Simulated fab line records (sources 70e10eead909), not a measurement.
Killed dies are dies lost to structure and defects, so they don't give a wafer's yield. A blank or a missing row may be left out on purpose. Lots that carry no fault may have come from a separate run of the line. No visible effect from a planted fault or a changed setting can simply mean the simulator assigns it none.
fab line records	flow nand-harc
[record] lots = 10	wafers = 30	last-day = 24
route steps=1159 shown A_CONTACT@900 END@1159
lots that met no fault: from a run of the same line without faults
start-h: hours from the record's first day to the start of the lot's first wafer shown	wait-h: time in hours since the lot's previous step	" as in the row above	L1.1+2: a row that stands for several wafers	- no value, or no start given	* or withheld: withheld	< > ~ a bound
route shown NAME@n: a module of which the file shows steps, and the number in the route of the first	usual: mean and standard deviation over wafers with no fault	same: alike in all rows	chamber/n: place in a boat	sites: each site's reading	_std_site: the values' standard deviation	_edge_site: the outer-site mean with the inner-site mean subtracted	radius-mm: how far each site lies from the wafer's centre	mask NAME#n: copy n	behind: the most recent tool/chamber to have shaped the wafer	hold: why the lot was held/for how many hours/how that ended	device: transistor that didn't switch, given as n, p or np	end of line: tests of these same wafers at the route's end	step lacking rows: just its recipe	killed: dies lost to structure and defects at the first sort, not the wafer's yield	map: shows each die of a wafer: x if killed, . if not, _ if none is there
set.NAME: setting as actually run; set.NAME@STEP: the setting as run at that earlier step	model.NAME: the simulator's own value behind a step, which no gauge read
route steps across a sampled set of lots; one table per step, one row per wafer
services: from which hour (start-h, from the record's first day; less than 0 if before it) a tool's chamber was out of use, for how many hours, and why
[[steps]]
[step NHARC_A_CONTACT_ETCH_75]
[recipe] target-depth-a = 390	over-etch-frac = 0.3	time-s = 65	ion-energy-ev = 80	cf4-flow-sccm = 150	ar-flow-sccm = 0	rf-w = 300	bias-w = 100	chemistry = CF4
[usual] bias-w = 100.0/0.31	cf4-flow-sccm = 150.1/0.48	drypump-motor-current-A = 5.4/0.42	mfc-ar-sccm = 0.010/0.011	oes-product-au = 1.002/0.011	rf-vpp-V = 151.7/1.1	showerhead-plenum-p-Torr = 1.81/0.057	throttle-valve-pct = 13.284/0.0093
lot.wafer	tool	chamber	start-h	wait-h	bias-w	cf4-flow-sccm	drypump-motor-current-A	mfc-ar-sccm	oes-product-au	rf-hours-counter-h	rf-vpp-V	showerhead-plenum-p-Torr	throttle-valve-pct
L396.3	rie-diel-07	0	383.13	0.1	100.0	150.0	5.0	0	0.993	27	152.2	1.80	13.294
L396.2	"	2	"	"	100.0	150.1	5.4	0.011	1.003	26	151.0	1.81	13.290
L396.6	"	0	"	"	99.7	149.7	5.1	0	1.002	-	150.8	1.80	13.288
L394.4	rie-diel-03	2	409.64	0.6	99.8	150.0	4.7	0	1.014	3	153.0	1.82	13.284
L394.2	"	0	"	"	100.0	149.6	5.5	0.016	1.000	3	151.4	1.73	13.279
L394.6	"	2	"	"	99.7	150.5	4.7	0	1.010	-	152.6	1.82	13.255
L402.2	rie-diel-07	2	419.45	0.1	100.2	150.0	5.5	0.011	0.986	1	150.6	1.80	13.286
L402.3	"	3	"	"	100.2	150.2	5.6	0.011	1.002	1	153.1	1.87	13.290
L402.6	"	2	"	"	99.9	150.1	5.5	0.011	0.990	-	150.3	1.80	13.299
L408.2	rie-diel-03	3	444.42	0.1	99.6	149.6	5.5	0.044	1.010	15	153.2	1.89	13.271
L408.5	"	2	"	"	100.0	150.4	4.7	0	1.017	-	151.5	1.81	13.290
L408.6	"	3	"	"	99.9	149.9	5.5	0.044	1.008	-	154.7	1.89	13.292
L407.1	rie-diel-07	2	445.94	0.1	100.0	150.3	5.4	0.011	0.986	8	151.7	1.80	13.289
L407.3	"	0	"	"	99.8	150.2	5.0	0	1.013	8	152.1	1.80	13.292
L407.6	"	3	"	"	99.9	149.8	5.6	0.011	0.994	-	153.3	1.86	13.285
L406.3	rie-diel-03	2	452.04	0.1	100.0	150.2	4.7	0	1.005	20	150.3	1.81	13.282
L406.1	"	3	"	"	100.3	150.8	5.5	0.044	0.997	18	153.1	1.89	13.288
L406.4	"	0	"	"	100.2	150.2	5.5	0.016	1.003	20	151.7	1.73	13.285
L414.4	rie-diel-07	3	478.71	0.1	100.4	150.7	5.6	0.011	0.987	14	152.6	1.86	13.284
L414.3	"	2	"	"	99.5	149.6	5.4	0.011	0.988	13	151.1	1.80	13.279
L414.5	"	3	"	"	100.1	150.5	5.6	0.011	0.998	-	153.5	1.86	13.280
L413.3	rie-diel-03	1	492.67	0.1	99.9	149.6	6.3	0.008	0.997	35	150.7	1.79	13.276
L413.2	"	3	"	"	100.2	149.4	5.5	0.044	0.999	33	152.2	1.88	13.283
L413.5	"	1	"	"	99.9	149.6	6.3	0.008	1.007	-	152.4	1.79	13.292
L415.1	rie-diel-07	1	501.68	0.1	100.3	150.5	5.5	0.017	1.019	20	153.3	1.86	13.297
L415.4	"	2	"	"	100.6	151.1	5.4	0.011	0.987	19	152.6	1.80	13.280
L415.2	"	3	"	"	100.3	150.0	5.6	0.011	1.000	18	152.8	1.86	13.272
L416.3	rie-diel-07	2	507.59	0.5	100.0	149.9	5.4	0.011	0.982	21	150.7	1.80	13.302
L416.6	"	3	"	"	99.3	149.7	5.6	0.011	0.993	-	152.2	1.86	13.290
L416.5	"	0	"	"	99.6	149.9	5.1	0	1.009	-	151.6	1.79	13.272
[step NHARC_A_CONTACT_ETCH_76]
[recipe] target-depth-a = 2600	over-etch-frac = 0.3	time-s = 475.3	ion-energy-ev = 200	n2-flow-sccm = 150	h2-flow-sccm = 150	ar-flow-sccm = 0	rf-w = 400	bias-w = 150	chemistry = N2/H2
[usual] bias-w = 150.1/0.48	chamber-pressure-mTorr = 30.003/0.025	drypump-motor-current-A = 5.5/0.39	mfc-ar-sccm = 0.010/0.011	n2-flow-sccm = 150.0/0.48	oes-product-au = 1.000/0.01	rf-vpp-V = 432.0/2.2	showerhead-plenum-p-Torr = 2.09/0.076	throttle-valve-pct = 14.172/0.0088
lot.wafer	tool	chamber	start-h	wait-h	bias-w	chamber-pressure-mTorr	drypump-motor-current-A	mfc-ar-sccm	n2-flow-sccm	oes-product-au	rf-hours-counter-h	rf-vpp-V	showerhead-plenum-p-Torr	throttle-valve-pct
L396.2	rie-diel-07	0	-	-	149.6	29.994	5.1	0	149.7	0.994	27	431.5	2.08	14.174
L396.3	"	2	"	"	150.6	30.066	5.4	0.011	150.1	0.996	26	431.7	2.09	14.171
L396.6	"	2	"	"	150.2	30.021	5.5	0.011	150.5	1.004	-	431.0	2.09	14.171
L394.2	rie-diel-03	1	-	-	150.0	30.048	6.3	0.008	150.1	1.015	4	431.6	2.08	14.161
L394.4	"	2	"	"	150.2	30.002	4.7	0	149.9	1.013	3	432.5	2.10	14.174
L394.6	"	1	"	"	150.2	30.051	6.3	0.008	150.5	1.009	-	431.1	2.08	14.182
L402.2	rie-diel-07	2	-	-	150.5	29.977	5.4	0.011	150.0	0.985	1	432.3	2.09	14.179
L402.3	"	3	"	"	150.6	30.001	5.6	0.011	150.0	0.997	1	433.4	2.16	14.172
L402.6	"	1	"	"	150.5	30.025	5.5	0.017	150.0	1.002	-	434.0	2.16	14.168
L408.2	rie-diel-03	1	-	-	150.3	30.041	6.3	0.008	149.5	1.004	18	431.1	2.07	14.176
L408.5	"	3	"	"	150.5	29.998	5.5	0.044	150.3	1.003	-	436.2	2.19	14.180
L408.6	"	0	"	"	150.5	30.010	5.5	0.016	149.1	1.015	-	429.2	1.99	14.176
L407.3	rie-diel-07	2	-	-	150.1	30.000	5.4	0.011	150.1	0.980	8	430.7	2.08	14.166
L407.1	"	3	"	"	149.7	30.054	5.6	0.011	149.5	0.997	8	433.3	2.16	14.171
L407.6	"	1	"	"	149.9	29.978	5.5	0.017	150.6	1.007	-	433.2	2.16	14.164
L406.3	rie-diel-03	1	-	-	150.2	29.972	6.3	0.008	149.5	1.010	21	431.1	2.07	14.173
L406.4	"	3	"	"	149.3	30.012	5.5	0.044	150.5	1.000	19	433.7	2.19	14.174
L406.1	"	0	"	"	150.0	29.995	5.5	0.016	150.4	1.006	20	426.7	1.99	14.172
L414.4	rie-diel-07	1	-	-	150.9	29.983	5.5	0.017	149.4	1.008	14	434.1	2.16	14.173
L414.3	"	0	"	"	150.3	29.977	5.1	0	150.1	1.017	15	430.5	2.07	14.154
L414.5	"	2	"	"	150.4	30.027	5.5	0.011	149.5	0.993	-	430.1	2.08	14.170
L413.2	rie-diel-03	3	-	-	149.9	29.989	5.5	0.044	149.3	0.995	33	434.3	2.18	14.162
L413.3	"	0	"	"	149.8	30.028	5.5	0.016	150.4	1.013	31	428.8	1.98	14.171
L413.5	"	0	"	"	150.6	30.031	5.5	0.016	149.7	1.009	-	430.4	1.98	14.181
L415.2	rie-diel-07	2	-	-	150.7	30.070	5.4	0.011	149.9	0.979	19	430.4	2.08	14.156
L415.4	"	3	"	"	149.9	29.976	5.6	0.011	150.4	0.987	18	433.0	2.16	14.168
L415.1	"	1	"	"	150.4	29.994	5.5	0.017	150.8	1.012	20	434.7	2.16	14.176
L416.3	rie-diel-07	3	-	-	149.6	29.970	5.6	0.011	149.8	0.993	20	433.4	2.16	14.172
L416.6	"	1	"	"	150.5	30.001	5.5	0.017	149.4	1.010	-	434.3	2.15	14.184
L416.5	"	2	"	"	148.9	30.042	5.4	0.011	149.2	0.983	-	432.0	2.08	14.160
[step NHARC_A_CONTACT_ETCH_78]
[recipe] target-depth-a = 28000	over-etch-frac = 0.3	time-s = 728	ion-energy-ev = 150	o2-flow-sccm = 400	cos-flow-sccm = 20	ar-flow-sccm = 0	rf-w = 500	bias-w = 300	chemistry = O2/COS
[usual] bias-w = 300.2/0.9	chamber-pressure-mTorr = 19.999/0.019	drypump-motor-current-A = 5.5/0.41	mfc-ar-sccm = 0.010/0.012	oes-product-au = 1.001/0.01	rf-vpp-V = 315.3/1.7	showerhead-plenum-p-Torr = 3.20/0.1	throttle-valve-pct = 28.331/0.0084
lot.wafer	tool	chamber	start-h	wait-h	bias-w	chamber-pressure-mTorr	drypump-motor-current-A	mfc-ar-sccm	oes-product-au	rf-hours-counter-h	rf-vpp-V	showerhead-plenum-p-Torr	throttle-valve-pct
L396.2	rie-diel-07	0	383.74	-	299.7	19.985	5.1	0	1.003	27	315.0	3.18	28.318
L396.3	"	2	"	"	299.2	19.999	5.4	0.011	1.010	27	313.6	3.19	28.334
L396.6	"	2	"	"	299.1	19.997	5.4	0.011	1.007	-	315.7	3.19	28.324
L394.4	rie-diel-03	1	411.85	-	299.7	20.010	6.3	0.008	1.015	6	313.8	3.17	28.342
L394.2	"	3	"	"	300.4	19.986	5.5	0.044	1.003	5	317.1	3.34	28.338
L394.6	"	1	"	"	299.9	20.005	6.3	0.008	1.024	-	314.2	3.17	28.337
L402.2	rie-diel-07	1	420.02	-	299.3	19.995	5.5	0.017	1.013	2	317.3	3.29	28.328
L402.3	"	2	"	"	300.4	19.981	5.5	0.011	0.979	2	316.7	3.19	28.338
L402.6	"	0	"	"	301.1	20.034	5.0	0	1.005	-	314.8	3.18	28.342
L408.2	rie-diel-03	3	445.30	-	-	-	-	-	-	-	-	-	-
L408.6	"	0	"	"	-	-	-	-	-	-	-	-	-
L408.5	"	1	"	"	-	-	-	-	-	-	-	-	-
L407.3	rie-diel-07	3	446.45	-	-	-	-	-	-	-	-	-	-
L407.1	"	1	"	"	-	-	-	-	-	-	-	-	-
L407.6	"	3	"	"	-	-	-	-	-	-	-	-	-
L406.1	rie-diel-03	0	452.60	-	-	-	-	-	-	-	-	-	-
L406.3	"	1	"	"	-	-	-	-	-	-	-	-	-
L406.4	"	2	"	"	-	-	-	-	-	-	-	-	-
L414.4	rie-diel-07	1	479.22	-	301.3	19.992	5.5	0.017	1.000	15	317.0	3.29	28.326
L414.3	"	3	"	"	300.8	20.031	5.6	0.011	0.996	15	316.2	3.29	28.320
L414.5	"	2	"	"	300.8	19.999	5.5	0.011	0.992	-	315.5	3.18	28.328
L413.2	rie-diel-03	1	493.28	-	300.7	19.968	6.3	0.008	0.996	35	315.9	3.16	28.335
L413.3	"	2	"	"	300.4	20.013	4.7	0	1.007	35	315.5	3.19	28.320
L413.5	"	3	"	"	300.6	20.042	5.5	0.044	0.990	-	316.9	3.32	28.314
L415.1	rie-diel-03	2	502.36	-	298.6	20.015	4.7	0	1.016	38	313.9	3.19	28.321
L415.4	"	3	"	"	301.2	19.981	5.5	0.044	0.990	37	317.3	3.32	28.336
L415.2	"	0	"	"	300.1	19.967	5.5	0.016	1.014	35	311.9	3.04	28.331
L416.3	rie-diel-07	0	508.54	-	300.7	20.028	5.0	0	1.009	21	315.7	3.17	28.336
L416.6	"	0	"	"	300.2	19.981	5.1	0	1.016	-	315.6	3.17	28.334
L416.5	"	1	"	"	300.5	20.012	5.5	0.017	0.997	-	314.7	3.28	28.323
[step NHARC_A_CONTACT_ETCH_126]
[recipe] source-w = withheld	pressure-mtorr = 20	bias-v = 1200	time-s = 155	target-depth-a = 9560	ar-flow-sccm = withheld	c4f8-flow-sccm = withheld	o2-flow-sccm = withheld	chemistry = C4F8/O2/Ar
[usual] chamber-pressure-mTorr = 20.000/0.018	oes-air-line-au = 1.002/0.021
lot.wafer	tool	chamber	start-h	wait-h	chamber-pressure-mTorr	oes-air-line-au	rf-hours-counter-h
L396.2	har-cap-etch-03	0	384.74	0.1	20.033	0.999	83
L396.3	"	1	"	"	19.991	1.008	-
L396.6	"	1	"	"	20.017	1.032	-
L394.2	har-cap-etch-02	1	412.73	0.1	19.991	0.981	19
L394.4	"	1	"	"	19.989	0.995	-
L394.6	"	0	"	"	19.984	1.013	-
L402.2	har-cap-etch-02	0	420.83	0.1	20.004	0.990	21
L402.3	"	0	"	"	20.005	1.002	-
L402.6	"	0	"	"	19.994	1.031	-
L408.2	har-cap-etch-01	0	446.01	0.1	19.990	1.023	69
L408.5	"	0	"	"	19.986	1.004	-
L408.6	"	1	"	"	19.986	0.985	-
L407.1	har-cap-etch-02	1	447.46	0.2	20.019	1.011	27
L407.3	"	1	"	"	19.955	0.992	-
L407.6	"	0	"	"	19.990	0.998	-
L406.1	har-cap-etch-02	1	453.42	0.1	19.983	0.990	28
L406.4	"	1	"	"	20.001	0.981	-
L406.3	"	0	"	"	19.960	1.042	-
L414.3	har-cap-etch-02	1	480.27	0.2	19.988	0.991	-
L414.4	"	0	"	"	20.015	1.030	-
L414.5	"	1	"	"	20.014	0.984	-
L413.2	har-cap-etch-01	1	494.07	0.1	20.020	0.985	77
L413.3	"	0	"	"	19.998	0.986	-
L413.5	"	1	"	"	20.016	0.980	-
L415.2	har-cap-etch-01	0	503.29	0.2	20.002	1.026	79
L415.1	"	1	"	"	19.963	1.015	79
L415.4	"	0	"	"	19.997	0.975	-
L416.3	har-cap-etch-01	1	509.47	0.1	20.020	1.007	-
L416.5	"	0	"	"	20.030	0.955	-
L416.6	"	1	"	"	20.004	0.989	-
[step NHARC_END_SORT_01]
[recipe] temp-c = 25
[usual] killed-at-array = 21/8.9	killed-at-other = 0.8/1.3	killed-at-periphery = 3.6/2.4	killed-dies = 26/8.9	killed-open = 3.1/1.8	killed-short = 1.9/1.3
[same] gross-dies = 677
lot.wafer	tool	chamber	start-h	wait-h	hold	killed-at-array	killed-at-other	killed-at-periphery	killed-dies	killed-open	killed-short
L396.2	prober-02	0	446.94	2.8	-	17	1	4	22	4	0
L396.3	prober-02	0	447.72	3.1	-	18	2	3	23	5	3
L396.6	prober-02	0	450.08	3.9	-	16	0	1	17	2	0
L394.2	prober-02	0	473.83	2.8	-	13	2	6	21	3	0
L394.4	prober-02	0	475.42	3.4	-	16	2	8	26	4	3
L394.6	prober-02	0	477.01	4.0	-	13	0	4	17	2	1
L402.2	prober-02	0	485.81	2.8	-	47	1	10	58	11	5
L402.3	prober-02	0	486.60	3.1	-	37	0	9	46	3	3
L402.6	prober-02	0	488.98	4.0	-	35	1	6	42	4	0
L408.2	prober-01	0	516.52	2.8	await-dispo/4.7h/scrap	674	0	3	677	5	0
L408.5	prober-01	0	518.93	3.7	await-dispo/4.7h/scrap	667	1	9	677	2	1
L408.6	prober-01	0	519.74	4.0	await-dispo/4.7h/scrap	664	7	6	677	2	0
L407.1	prober-01	0	523.54	2.5	await-dispo/9.5h/scrap	668	2	7	677	4	1
L407.3	prober-01	0	525.14	3.1	await-dispo/9.5h/scrap	669	0	8	677	5	2
L407.6	prober-01	0	527.54	4.0	await-dispo/9.5h/scrap	677	0	0	677	4	0
L406.1	prober-02	0	528.56	2.5	await-dispo/1.6h/scrap	673	0	4	677	3	4
L406.3	prober-02	0	530.17	3.1	await-dispo/1.6h/scrap	671	2	4	677	6	1
L406.4	prober-02	0	530.97	3.4	await-dispo/1.6h/scrap	671	1	5	677	6	2
L414.3	prober-01	0	544.93	3.1	-	40	0	3	43	5	2
L414.4	prober-01	0	545.72	3.4	-	30	0	2	32	5	3
L414.5	prober-01	0	546.52	3.7	-	25	0	0	25	2	2
L413.2	prober-02	0	559.58	2.8	-	19	0	3	22	4	1
L413.3	prober-02	0	560.38	3.1	-	25	1	5	31	4	1
L413.5	prober-02	0	561.97	3.7	-	24	0	1	25	5	1
L415.1	prober-01	0	560.47	2.5	-	14	0	6	20	5	2
L415.2	prober-01	0	561.28	2.8	-	13	1	3	17	2	3
L415.4	prober-01	0	562.90	3.4	-	15	1	1	17	2	3
L416.3	prober-02	0	568.18	3.1	-	25	0	4	29	3	4
L416.5	prober-02	0	569.78	3.7	-	22	0	5	27	6	1
L416.6	prober-02	0	570.57	4.0	-	19	0	4	23	4	3
// killed by level:class
L396.2 A_CHANNEL_HOLE_D1:chamber-film-flake=7 A_SLIT:chamber-film-flake=5 A_CONTACT:chamber-film-flake=3 A_CONTACT:geometric-particle:open=2 P_STI:chamber-film-flake=2 P_GATE:geometric-particle:open=1 P_CONTACT:geometric-particle:open=1 THIN_TSV:chamber-film-flake=1
L396.3 A_CONTACT:geometric-particle:open=4 A_CONTACT:chamber-film-flake=4 A_STAIRCASE:chamber-film-flake=3 A_SLIT:chamber-film-flake=2 THIN_TSV:chamber-film-flake=2 P_CONTACT:geometric-particle:open=1 A_CHANNEL_FILL_D1:geometric-particle:short=1 A_WL_FILL:geometric-particle:short=1
L396.6 A_CONTACT:chamber-film-flake=5 A_CHANNEL_HOLE_D1:chamber-film-flake=3 A_SLIT:chamber-film-flake=3 A_STAIRCASE:chamber-film-flake=2 A_CHANNEL_HOLE_D1:geometric-particle:open=1 A_SGD_CUT:geometric-particle:open=1 P_GATE:chamber-film-flake=1 A_WL_FILL:chamber-film-flake=1
L394.2 A_CHANNEL_HOLE_D1:chamber-film-flake=5 P_BONDPAD:chamber-film-flake=4 A_CONTACT:chamber-film-flake=3 A_STAIRCASE:chamber-film-flake=2 THIN_TSV:chamber-film-flake=2 A_ONON_D1:geometric-particle:open=1 A_CHANNEL_FILL_D1:geometric-particle:open=1 A_CONTACT:geometric-particle:open=1
L394.4 P_BONDPAD:chamber-film-flake=6 A_CHANNEL_HOLE_D1:chamber-film-flake=5 A_CONTACT:chamber-film-flake=3 A_M0:geometric-particle:short=2 P_GATE:chamber-film-flake=2 THIN_TSV:chamber-film-flake=2 A_ONON_D1:geometric-particle:open=1 A_CHANNEL_FILL_D1:geometric-particle:short=1
L394.6 A_STAIRCASE:chamber-film-flake=4 A_CHANNEL_HOLE_D1:chamber-film-flake=3 A_CONTACT:chamber-film-flake=3 P_STI:chamber-film-flake=2 P_GATE:chamber-film-flake=2 A_SGD_CUT:geometric-particle:short=1 A_WL_FILL:geometric-particle:open=1 A_BLC:geometric-particle:open=1
L402.2 A_CHANNEL_HOLE_D1:chamber-film-flake=17 A_SLIT:chamber-film-flake=11 P_M0:chamber-film-flake=4 A_CHANNEL_FILL_D1:geometric-particle:open=3 P_GATE:chamber-film-flake=3 A_ZERO_WELL:chamber-film-flake=3 P_M2:geometric-particle:open=2 A_ONON_D1:geometric-particle:short=2
L402.3 A_CHANNEL_HOLE_D1:chamber-film-flake=20 P_M0:chamber-film-flake=6 A_SLIT:chamber-film-flake=5 A_M0:chamber-film-flake=3 P_GATE:chamber-film-flake=2 A_CONTACT:chamber-film-flake=2 P_M0:geometric-particle:short=1 A_ONON_D1:geometric-particle:short=1
L402.6 A_CHANNEL_HOLE_D1:chamber-film-flake=11 A_SLIT:chamber-film-flake=10 A_CONTACT:chamber-film-flake=5 A_M0:chamber-film-flake=5 P_M0:chamber-film-flake=4 A_M0:geometric-particle:open=2 P_GATE:geometric-particle:open=1 A_CONTACT:geometric-particle:open=1
L408.2 A_CONTACT:area-etch=659 A_CHANNEL_HOLE_D1:chamber-film-flake=4 A_STAIRCASE:chamber-film-flake=3 P_M2:chamber-film-flake=2 A_WL_FILL:chamber-film-flake=2 P_M1:geometric-particle:open=1 A_SOURCE_PLATE:geometric-particle:open=1 A_CHANNEL_FILL_D1:geometric-particle:open=1
L408.5 A_CONTACT:area-etch=659 P_M2:chamber-film-flake=7 A_CHANNEL_HOLE_D1:chamber-film-flake=3 P_ZERO_WELL:chamber-film-flake=2 A_CONTACT:chamber-film-flake=2 A_CONTACT:geometric-particle:open=1 A_CONTACT:geometric-particle:short=1 A_M1:geometric-particle:open=1
L408.6 A_CONTACT:area-etch=656 HYBRID_BOND:chamber-film-flake=6 A_CHANNEL_HOLE_D1:chamber-film-flake=4 P_GATE:chamber-film-flake=3 P_CONTACT:geometric-particle:open=1 P_ZERO_WELL:chamber-film-flake=1 P_M2:chamber-film-flake=1 STARTING-WAFER:geometric-particle:open=1
L407.1 A_CONTACT:area-etch=638 A_CHANNEL_HOLE_D1:chamber-film-flake=20 P_ZERO_WELL:chamber-film-flake=4 A_SLIT:chamber-film-flake=4 A_CONTACT:geometric-particle:open=2 A_CONTACT:chamber-film-flake=2 HYBRID_BOND:chamber-film-flake=2 P_GATE:geometric-particle:short=1
L407.3 A_CONTACT:area-etch=629 A_CHANNEL_HOLE_D1:chamber-film-flake=17 A_SLIT:chamber-film-flake=14 P_ZERO_WELL:chamber-film-flake=5 A_STAIRCASE:chamber-film-flake=2 P_GATE:geometric-particle:open=1 P_M1:geometric-particle:open=1 A_CHANNEL_FILL_D1:geometric-particle:open=1
L407.6 A_CONTACT:area-etch=649 A_CHANNEL_HOLE_D1:chamber-film-flake=13 A_SLIT:chamber-film-flake=9 A_BLC:geometric-particle:open=2 A_CHANNEL_FILL_D1:geometric-particle:open=1 A_M0:geometric-particle:open=1 A_WL_FILL:chamber-film-flake=1 A_CONTACT:chamber-film-flake=1
L406.1 A_CONTACT:area-etch=649 A_SLIT:chamber-film-flake=11 A_CHANNEL_HOLE_D1:chamber-film-flake=4 A_WL_FILL:geometric-particle:short=2 P_STI:chamber-film-flake=2 P_M0:geometric-particle:open=1 A_CHANNEL_FILL_D1:geometric-particle:open=1 A_CHANNEL_FILL_D1:geometric-particle:short=1
L406.3 A_CONTACT:area-etch=651 A_SLIT:chamber-film-flake=11 A_CONTACT:geometric-particle:open=3 A_CONTACT:chamber-film-flake=3 P_CONTACT:geometric-particle:open=2 A_CHANNEL_HOLE_D1:chamber-film-flake=2 THIN_TSV:chamber-film-flake=2 P_GATE:geometric-particle:open=1
L406.4 A_CONTACT:area-etch=658 A_SLIT:chamber-film-flake=5 A_WL_FILL:geometric-particle:open=2 P_CONTACT:geometric-particle:open=1 P_CONTACT:geometric-particle:short=1 P_M1:geometric-particle:open=1 A_ONON_D1:geometric-particle:short=1 A_CONTACT:geometric-particle:open=1
L414.3 A_CHANNEL_HOLE_D1:chamber-film-flake=26 A_CONTACT:chamber-film-flake=3 A_SOURCE_PLATE:geometric-particle:short=2 A_CONTACT:geometric-particle:open=2 P_STI:chamber-film-flake=2 A_SGD_CUT:geometric-particle:open=1 A_WL_FILL:geometric-particle:open=1 A_M0:geometric-particle:open=1
L414.4 A_CHANNEL_HOLE_D1:chamber-film-flake=19 A_CONTACT:chamber-film-flake=2 A_ONON_D1:geometric-particle:open=1 A_CHANNEL_FILL_D1:geometric-particle:open=1 A_SGD_CUT:geometric-particle:open=1 A_CONTACT:geometric-particle:short=1 A_CONTACT:geometric-particle:open=1 A_BLC:geometric-particle:open=1
L414.5 A_CHANNEL_HOLE_D1:chamber-film-flake=18 A_CONTACT:chamber-film-flake=2 A_CHANNEL_FILL_D1:geometric-particle:short=1 A_WL_FILL:geometric-particle:short=1 A_CONTACT:geometric-particle:open=1 A_M0:geometric-particle:open=1 A_BLC:chamber-film-flake=1
L413.2 A_SLIT:chamber-film-flake=10 A_CHANNEL_HOLE_D1:chamber-film-flake=4 A_STAIRCASE:chamber-film-flake=2 P_CONTACT:geometric-particle:open=1 P_M0:geometric-particle:open=1 A_CHANNEL_FILL_D1:geometric-particle:open=1 A_SGD_CUT:geometric-particle:short=1 A_M0:geometric-particle:open=1
L413.3 A_SLIT:chamber-film-flake=13 A_CHANNEL_HOLE_D1:chamber-film-flake=6 A_CONTACT:chamber-film-flake=2 P_CONTACT:geometric-particle:open=1 P_M0:geometric-particle:open=1 P_M2:geometric-particle:short=1 A_BLC:geometric-particle:open=1 A_M0:geometric-particle:open=1
L415.1 A_CHANNEL_HOLE_D1:chamber-film-flake=4 A_CONTACT:chamber-film-flake=4 P_GATE:chamber-film-flake=3 P_GATE:geometric-particle:open=1 P_GATE:geometric-particle:short=1 P_M0:geometric-particle:short=1 A_SOURCE_PLATE:geometric-particle:open=1 A_CHANNEL_FILL_D1:geometric-particle:open=1
L415.2 A_CONTACT:chamber-film-flake=4 A_CHANNEL_HOLE_D1:chamber-film-flake=4 P_CONTACT:geometric-particle:open=1 A_ONON_D1:geometric-particle:short=1 A_CHANNEL_HOLE_D1:geometric-particle:short=1 A_WL_FILL:geometric-particle:short=1 THIN_TSV:chamber-film-flake=1 A_CONTACT:geometric-particle:open=1
L413.5 A_SLIT:chamber-film-flake=10 A_CHANNEL_HOLE_D1:chamber-film-flake=5 A_CONTACT:geometric-particle:open=2 P_M0:geometric-particle:open=1 A_SGD_CUT:geometric-particle:open=1 A_M0:geometric-particle:open=1 A_M0:geometric-particle:short=1 A_CHANNEL_FILL_D1:chamber-film-flake=1
L415.4 A_CHANNEL_HOLE_D1:chamber-film-flake=8 A_CONTACT:chamber-film-flake=3 A_CONTACT:geometric-particle:short=2 P_M1:geometric-particle:open=1 A_ONON_D1:geometric-particle:short=1 A_CONTACT:geometric-particle:open=1 THIN_TSV:chamber-film-flake=1
L416.3 A_CONTACT:chamber-film-flake=7 A_ZERO_WELL:chamber-film-flake=5 A_ONON_D1:geometric-particle:short=3 P_GATE:chamber-film-flake=2 A_SLIT:chamber-film-flake=2 A_M1:chamber-film-flake=2 A_ONON_D1:geometric-particle:open=1 A_CHANNEL_FILL_D1:geometric-particle:open=1
L416.5 A_STAIRCASE:chamber-film-flake=4 A_CHANNEL_FILL_D1:geometric-particle:open=3 A_CHANNEL_HOLE_D1:chamber-film-flake=3 A_SLIT:chamber-film-flake=3 A_CONTACT:chamber-film-flake=3 A_ONON_D1:geometric-particle:open=2 P_GATE:chamber-film-flake=2 A_CHANNEL_FILL_D1:chamber-film-flake=2
L416.6 A_CHANNEL_HOLE_D1:chamber-film-flake=5 A_SLIT:chamber-film-flake=3 A_CONTACT:geometric-particle:open=2 P_GATE:chamber-film-flake=2 A_CONTACT:chamber-film-flake=2 P_CONTACT:geometric-particle:short=1 P_M0:geometric-particle:short=1 A_CHANNEL_FILL_D1:geometric-particle:open=1
[[services]]
tool	chamber	start-h	hours	kind
rie-diel-07	0	359.95	-	clean
rie-diel-07	1	359.95	-	clean
rie-diel-07	2	359.95	-	clean
rie-diel-07	3	359.95	-	clean
rie-diel-07	2	368.52	7.9	repair
rie-diel-03	1	370.70	3.7	repair
rie-diel-03	2	373.90	5.3	repair
rie-diel-07	1	381.97	31.8	repair
rie-diel-07	0	384.66	-	clean
rie-diel-07	2	384.66	-	clean
rie-diel-07	3	384.66	-	clean
rie-diel-03	-	392.98	9.0	pm
rie-diel-07	-	405.26	9.0	pm
rie-diel-07	0	405.26	9.0	vent-cycle
rie-diel-07	2	405.26	9.0	vent-cycle
rie-diel-07	3	405.26	9.0	vent-cycle
rie-diel-07	0	414.26	-	clean
rie-diel-07	1	414.26	-	clean
rie-diel-07	2	414.26	-	clean
rie-diel-07	3	414.26	-	clean
rie-diel-07	2	448.88	4.5	repair
rie-diel-07	3	479.40	6.8	repair
rie-diel-03	0	483.23	6.2	repair
rie-diel-03	3	496.21	1.4	repair
[[key]]
[first-sign] step = NHARC_A_CONTACT_ETCH_78	reading = tool-record	direction = missing
[effect] step = NHARC_END_SORT_01	reading = killed-dies	direction = up	sigmas = 73	usual = 26	struck = 677
[more-kills-born-at] NHARC_A_CONTACT_ETCH_78@rie-diel-03 = 3932	NHARC_A_CONTACT_ETCH_78@rie-diel-07 = 1916
met-at NHARC_A_CONTACT_ETCH_78
struck-lots L406,L407,L408
later-rows-left-out L406.1,L406.3,L406.4,L407.1,L407.3,L407.6,L408.2,L408.5,L408.6
tester-left-out L406,L407,L408
not-acting-at NHARC_A_CONTACT_ETCH_75,NHARC_A_CONTACT_ETCH_76,NHARC_A_CONTACT_ETCH_126
onset-between 420.02 445.30
[fault] kind = skipped-step-whole	tool = rie-diel-03,rie-diel-07	chamber = -	onset-h = 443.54	steps = NHARC_A_CONTACT_ETCH_78	scope = struck-lots-only
// tester-left-out: of these lots the tester's yield and bins aren't shown, on N5 and GAA mostly nor the transistor test; their killed dies are dies lost to structure and defects alone, not to doping, threshold or leakage, so they don't give the yield
// later-rows-left-out: the simulator's readings of these wafers behind a module that went badly wrong aren't trusted and aren't shown, but for the sort
